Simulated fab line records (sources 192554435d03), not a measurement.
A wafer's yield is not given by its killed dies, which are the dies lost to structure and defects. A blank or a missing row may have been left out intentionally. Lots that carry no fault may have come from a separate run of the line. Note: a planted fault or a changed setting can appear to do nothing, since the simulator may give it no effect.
What tool caused it? | flow n5Finfet | 21 wafers from 7 lots sampled at 7 of the route's 1938 steps

== WHAT THE GAUGES READ, wafer by wafer ==
N5_BEOL_M8_CD_MEAS_11 targets a cd of 38.5 nm.
lot  | measured     | on       | cdNm (nm)
L847 | day 11 15:17 | cdSem-01 | 38.2 38.8 38.8
L851 | day 13 00:02 | cdSem-01 | 39.5 39.2 38.3
L855 | day 13 06:10 | cdSem-02 | 39.0 38.3 38.7
L858 | day 13 23:59 | cdSem-01 | 36.1 35.3 35.1
L859 | day 14 12:54 | cdSem-02 | 38.5 38.2 38.5
L861 | day 15 18:10 | cdSem-03 | 39.1 38.7 39.3
L863 | day 15 18:38 | cdSem-03 | 38.9 39.3 38.6

N5_BEOL_M8_CD_MEAS_18: pitch 80 nm, target cd 40 nm.
lot  | measured     | on       | cdNm (nm)
L847 | day 11 15:59 | cdSem-02 | 39.6 40.4 40.1
L851 | day 13 00:50 | cdSem-03 | 40.9 40.1 40.4
L855 | day 13 07:13 | cdSem-02 | 40.2 39.8 40.1
L858 | day 14 00:35 | cdSem-03 | 37.6 36.8 36.9
L859 | day 14 13:28 | cdSem-02 | 40.0 40.5 40.4
L861 | day 15 18:46 | cdSem-02 | 40.1 39.8 41.3
L863 | day 15 19:22 | cdSem-02 | 39.9 40.4 40.7

N5_BEOL_M15_RC_MEAS_101.
lot  | measured     | on        | COMB_M10 (S/m)          | COMB_M11 (S/m)             | COMB_M12 (S/m)          | COMB_M13 (S/m)          | COMB_M14 (S/m)          | COMB_M14_max_site (S/m) | COMB_M15 (S/m)          | COMB_M5 (S/m)           | COMB_M6 (S/m)           | COMB_M7 (S/m)           | COMB_M8 (S/m)           | COMB_M9 (S/m)           | SERP_M10 (ohm/um) | SERP_M11 (ohm/um) | SERP_M12 (ohm/um) | SERP_M13 (ohm/um) | SERP_M14 (ohm/um) | SERP_M5 (ohm/um) | SERP_M6 (ohm/um) | SERP_M7 (ohm/um) | SERP_M8 (ohm/um) | SERP_M8_max_site (ohm/um) | SERP_M9 (ohm/um)
L847 | day 13 22:01 | prober-01 | 1.8e-11 1.1e-11 1.2e-11 | 1.78e-11 1.37e-11 1.06e-11 | 7.2e-12 7.6e-12 6.1e-12 | 4.3e-12 3.7e-12 5.1e-12 | 3.4e-12 2.8e-12 3.2e-12 | 3.9e-12 3.7e-12 4.1e-12 | 2.7e-12 2.9e-12 2.1e-12 | 3.6e-11 2.8e-11 2.8e-11 | 3e-11 2.8e-11 3e-11     | 2.5e-11 2.9e-11 2.7e-11 | 3.2e-11 2.4e-11 2.8e-11 | 1.2e-11 1.3e-11 1.4e-11 | 3.08 3.04 3.13    | 3.08 3.03 3.20    | 0.632 0.664 0.635 | 0.304 0.307 0.308 | 0.164 0.160 0.162 | 41.6 38.3 38.1   | 12.9 13.3 15.2   | 13.3 12.6 13.1   | 13.1 14.4 14.0   | 13.5 15.1 14.1            | 2.99 2.99 3.06
L851 | day 15 17:02 | prober-02 | 1.7e-11 1.8e-11 1.9e-11 | 1.37e-11 1.05e-11 1.05e-11 | 8.7e-12 6.2e-12 6.1e-12 | 4e-12 4.4e-12 4.5e-12   | 5e-12 3.8e-12 3.5e-12   | 7e-12 5.8e-12 4.6e-12   | 3.5e-12 3.1e-12 3.1e-12 | 3.5e-11 3.1e-11 3.7e-11 | 2.8e-11 2.4e-11 2.3e-11 | 2.8e-11 2.2e-11 2.5e-11 | 2.9e-11 2.8e-11 3e-11   | 1.9e-11 2e-11 1.2e-11   | 3.24 3.11 3.16    | 3.02 3.05 2.97    | 0.659 0.669 0.648 | 0.317 0.301 0.313 | 0.165 0.163 0.164 | 38.2 39.9 37.5   | 14.2 14.8 14.3   | 13.8 14.8 13.5   | 12.5 13.7 14.0   | 13.1 14.0 14.7            | 3.09 2.99 3.07
L855 | day 15 23:22 | prober-02 | 1.8e-11 1.2e-11 1.4e-11 | 2.28e-11 1.13e-11 1.7e-11  | 7.2e-12 7.2e-12 6.6e-12 | 5.3e-12 4.9e-12 6.4e-12 | 3e-12 4.2e-12 4e-12     | 5.1e-12 5.5e-12 4.5e-12 | 2.6e-12 3.1e-12 3e-12   | 2.9e-11 4.8e-11 3e-11   | 2.5e-11 2.6e-11 2.2e-11 | 3.9e-11 2e-11 2.4e-11   | 2e-11 3.6e-11 3e-11     | 1.2e-11 1.8e-11 1.7e-11 | 3.16 3.21 3.07    | 3.05 3.12 3.21    | 0.627 0.643 0.641 | 0.312 0.304 0.307 | 0.165 0.163 0.159 | 41.0 41.5 39.6   | 13.1 13.6 14.1   | 15.5 14.3 14.6   | 13.9 13.6 13.5   | 14.3 14.1 13.9            | 2.98 3.08 3.18
L858 | day 16 07:07 | prober-02 | 1e-11 1.5e-11 1.5e-11   | 1.35e-11 1.26e-11 1.38e-11 | 7.2e-12 6e-12 6.4e-12   | 4.6e-12 3.8e-12 5.1e-12 | 3.4e-12 2.9e-12 3.4e-12 | 4.6e-12 4.5e-12 5.3e-12 | 2.8e-12 2.9e-12 2.2e-12 | 3.8e-11 3.4e-11 4e-11   | 2.7e-11 2.6e-11 2.7e-11 | 2.6e-11 3.4e-11 2.2e-11 | 2.6e-11 2.5e-11 2.3e-11 | 1.7e-11 1.6e-11 1.9e-11 | 3.08 3.24 3.03    | 2.90 3.02 2.96    | 0.615 0.619 0.662 | 0.313 0.313 0.308 | 0.159 0.169 0.159 | 37.2 37.1 36.6   | 14.2 13.7 14.2   | 13.6 13.3 12.9   | 15.7 15.5 15.9   | 17.2 16.7 16.4            | 3.22 3.11 3.17
L859 | day 16 18:49 | prober-01 | 1.5e-11 1.8e-11 1.2e-11 | 1.68e-11 1.41e-11 1.55e-11 | 4.8e-12 5e-12 4.9e-12   | 3.5e-12 3.4e-12 4.4e-12 | 4.5e-12 3.3e-12 3.2e-12 | 5.3e-12 5.2e-12 4.9e-12 | 2.6e-12 2.1e-12 1.6e-12 | 3.9e-11 5.3e-11 3.7e-11 | 2.6e-11 2.1e-11 2.1e-11 | 2.3e-11 2.5e-11 2.7e-11 | 2.9e-11 2.3e-11 2.3e-11 | 1.1e-11 1.5e-11 1.9e-11 | 3.23 3.17 3.10    | 3.25 3.23 3.24    | 0.663 0.658 0.645 | 0.319 0.314 0.310 | 0.165 0.161 0.159 | 38.9 41.8 38.9   | 13.8 12.7 13.0   | 14.6 14.0 14.1   | 13.8 14.2 13.6   | 14.2 14.5 14.1            | 3.04 3.02 3.06
L861 | day 18 09:40 | prober-02 | 1.3e-11 1.5e-11 1.5e-11 | 1.22e-11 1.58e-11 2.25e-11 | 7.4e-12 6.3e-12 6.1e-12 | 4.5e-12 3.9e-12 5.3e-12 | 3.5e-12 3.7e-12 4e-12   | 7.3e-12 5e-12 4.9e-12   | 2.6e-12 4e-12 2.3e-12   | 3.4e-11 3.1e-11 3e-11   | 2e-11 2.2e-11 2.8e-11   | 3.2e-11 3.1e-11 2.8e-11 | 2.4e-11 3e-11 2.3e-11   | 1.2e-11 1.4e-11 1.2e-11 | 3.16 3.16 2.96    | 2.94 3.21 3.12    | 0.622 0.639 0.621 | 0.302 0.316 0.311 | 0.156 0.156 0.159 | 38.8 34.2 39.6   | 14.5 14.3 14.4   | 12.4 13.7 14.2   | 14.1 13.8 13.7   | 14.4 14.3 14.1            | 3.16 3.04 3.16
L863 | day 18 06:14 | prober-01 | 2e-11 1.8e-11 1.8e-11   | 1.29e-11 1.52e-11 1.38e-11 | 6.9e-12 7.2e-12 5.7e-12 | 6.2e-12 6.2e-12 5.6e-12 | 2.6e-12 3.5e-12 4.2e-12 | 3.7e-12 5.2e-12 5.3e-12 | 2.1e-12 3e-12 2.1e-12   | 3.6e-11 4.5e-11 4.2e-11 | 3.1e-11 2.7e-11 3.4e-11 | 2.3e-11 2.8e-11 2.8e-11 | 2.9e-11 2.3e-11 2.3e-11 | 1.1e-11 1e-11 1.8e-11   | 3.07 2.98 3.04    | 3.04 3.17 2.99    | 0.608 0.666 0.597 | 0.308 0.310 0.309 | 0.161 0.165 0.165 | 37.6 39.7 38.1   | 12.9 14.1 12.4   | 14.0 12.6 14.1   | 13.6 13.1 12.5   | 14.6 13.3 12.8            | 3.21 3.13 3.23

== WHAT TOOL EACH LOT RAN ON (gives the tool, then ch and the chambers of the sampled wafers, and finally the start) ==
lot  | N5_BEOL_M7_SURFACE_TREAT_79 | N5_BEOL_M7_CMP_52             | N5_BEOL_M8_EXPOSE_08              | N5_BEOL_M8_HM_OPEN_17
L847 | pvdSputter-02, day 11 11:45 | cmp-01 ch 0,1, day 11 12:50   | arfiScanner-01 ch 0, day 11 15:10 | rieMetal-02 ch 0,1, day 11 15:49
L851 | pvdSputter-01, day 12 20:01 | cmp-01 ch 0,2,3, day 12 21:47 | arfiScanner-02 ch 0, day 12 23:55 | rieMetal-02 ch 0,1, day 13 00:37
L855 | pvdSputter-01, day 13 01:43 | cmp-04 ch 0,1,3, day 13 04:08 | arfiScanner-02 ch 0, day 13 06:02 | rieMetal-03 ch 0,1, day 13 07:02
L858 | pvdSputter-01, day 13 20:31 | cmp-01 ch 0,1,2, day 13 21:17 | arfiScanner-02 ch 0, day 13 23:52 | rieMetal-01 ch 0,1, day 14 00:24
L859 | pvdSputter-02, day 14 08:37 | cmp-01 ch 0,3, day 14 10:26   | arfiScanner-01 ch 0, day 14 12:47 | rieMetal-01 ch 0,1, day 14 13:18
L861 | pvdSputter-03, day 15 13:34 | cmp-03 ch 1,2,3, day 15 14:31 | arfiScanner-03 ch 0, day 15 18:02 | rieMetal-01 ch 0,1, day 15 18:33
L863 | pvdSputter-02, day 15 14:40 | cmp-01 ch 0,1,3, day 15 16:13 | arfiScanner-01 ch 0, day 15 18:31 | rieMetal-01 ch 0,1, day 15 19:11
- N5_BEOL_M7_SURFACE_TREAT_79
- N5_BEOL_M7_CMP_52: polishes, stops on SiCOH lowk, t overpolish 6.9 s, target thk 80 nm.
- N5_BEOL_M8_EXPOSE_08: exposes mask M8.
- N5_BEOL_M8_HM_OPEN_17: chemistry Cl2/BCl3, target TiN, target depth 20 nm, overetch 6 nm.

== AS READ BY THE TOOLS THEMSELVES (means over the sampled wafers that have a number; for cases with no such wafer, the mark the record gives instead) ==
N5_BEOL_M7_CMP_52.
lot  | tool   | barrierFieldEndpointS (s) | clearingPlatenDownForcePsi (psi) | clearingPlatenRpm (rpm) | motorCurrentA (A) | overpolishRunS (s) | slurryFlowMlMin | timeToEndpointS (s)
L847 | cmp-01 | 29.1                      | 1.4999                           | 50.023                  | 6.4               | 6.886              | 150.0           | 64
L851 | cmp-01 | 28.6                      | 1.4994                           | 49.984                  | 5.9               | 6.903              | 150.2           | 64
L855 | cmp-04 | 29.3                      | 1.4999                           | 50.003                  | 6.6               | 6.892              | 149.9           | 62
L858 | cmp-01 | 29.6                      | 1.5025                           | 49.996                  | 6.0               | 6.896              | 150.8           | 65
L859 | cmp-01 | 29.3                      | 1.4997                           | 50.014                  | 5.8               | 6.895              | 150.2           | 67
L861 | cmp-03 | 28.6                      | 1.4989                           | 49.993                  | 5.7               | 6.897              | 150.5           | 62
L863 | cmp-01 | 28.9                      | 1.5002                           | 49.968                  | 5.9               | 6.901              | 150.3           | 66

N5_BEOL_M8_EXPOSE_08.
lot  | tool           | exposureDoseMJCm2 | focusOffsetNm (nm)
L847 | arfiScanner-01 | 68.17             | -0.1
L851 | arfiScanner-02 | 68.20             | 0.2
L855 | arfiScanner-02 | 68.16             | -0.0
L858 | arfiScanner-02 | 64.17             | -0.1
L859 | arfiScanner-01 | 68.26             | 0.1
L861 | arfiScanner-03 | 68.19             | -0.6
L863 | arfiScanner-01 | 68.23             | 0.4

N5_BEOL_M8_HM_OPEN_17.
lot  | tool        | bcl3FlowSccm (sccm) | drypumpMotorCurrentA (A) | oesProductAu (a.u.) | rfFwdPowerW (W) | throttleValvePct (%)
L847 | rieMetal-02 | 21.74               | 6.4                      | 0.66                | 991             | 21.98
L851 | rieMetal-02 | 21.82               | 6.3                      | 0.64                | 989             | 21.99
L855 | rieMetal-03 | 21.75               | 5.1                      | 0.56                | 995             | 22.02
L858 | rieMetal-01 | 21.78               | 5.8                      | 0.68                | 992             | 22.28
L859 | rieMetal-01 | 21.68               | 5.8                      | 0.68                | 986             | 22.28
L861 | rieMetal-01 | 21.77               | 6.0                      | 0.65                | 987             | 22.21
L863 | rieMetal-01 | 21.72               | 5.8                      | 0.69                | 988             | 22.29

== THE ANSWER, worked out from the rows above alone ==
Rule: usual is defined by the lots themselves. Put in order of their means at a reading, lots are off if they are a third of the lots or fewer, leave a main group of 4 or more, and stand apart from it by a gap of 3 or more times the standard deviation of the main group's means; of several such gaps the widest counts. A main group whose means are all the same, to the digits that the tables above print for the reading, isn't used. Also off: a lot with no number at a reading for which 4 or more lots have one. Where the step has rows for the other lots, those lots are counted as sound. First the gauges in route order, then the tools' own readings, where a lot's mean is used as printed above. At the first step where some lot is off, the reading lying furthest off is the one used; lots without a number count as furthest.
Off: L858, at N5_BEOL_M8_CD_MEAS_11 (cdNm). Main group: mean 38.8 nm, sd 0.23.
A tool fits if, at a process step before that reading, it ran every lot that is off, and no sound lot after the first of them. The gauges at N5_BEOL_M8_CD_MEAS_11 aren't tried: what is off there is off at N5_BEOL_M8_CD_MEAS_18 too, on other tools, and a gauge's error can't cause that. 2 tools fit, pvdSputter-01 at N5_BEOL_M7_SURFACE_TREAT_79 and arfiScanner-02 at N5_BEOL_M8_EXPOSE_08, so this cannot tell which one it is.

== WHAT THE SIMULATOR PUT IN ==
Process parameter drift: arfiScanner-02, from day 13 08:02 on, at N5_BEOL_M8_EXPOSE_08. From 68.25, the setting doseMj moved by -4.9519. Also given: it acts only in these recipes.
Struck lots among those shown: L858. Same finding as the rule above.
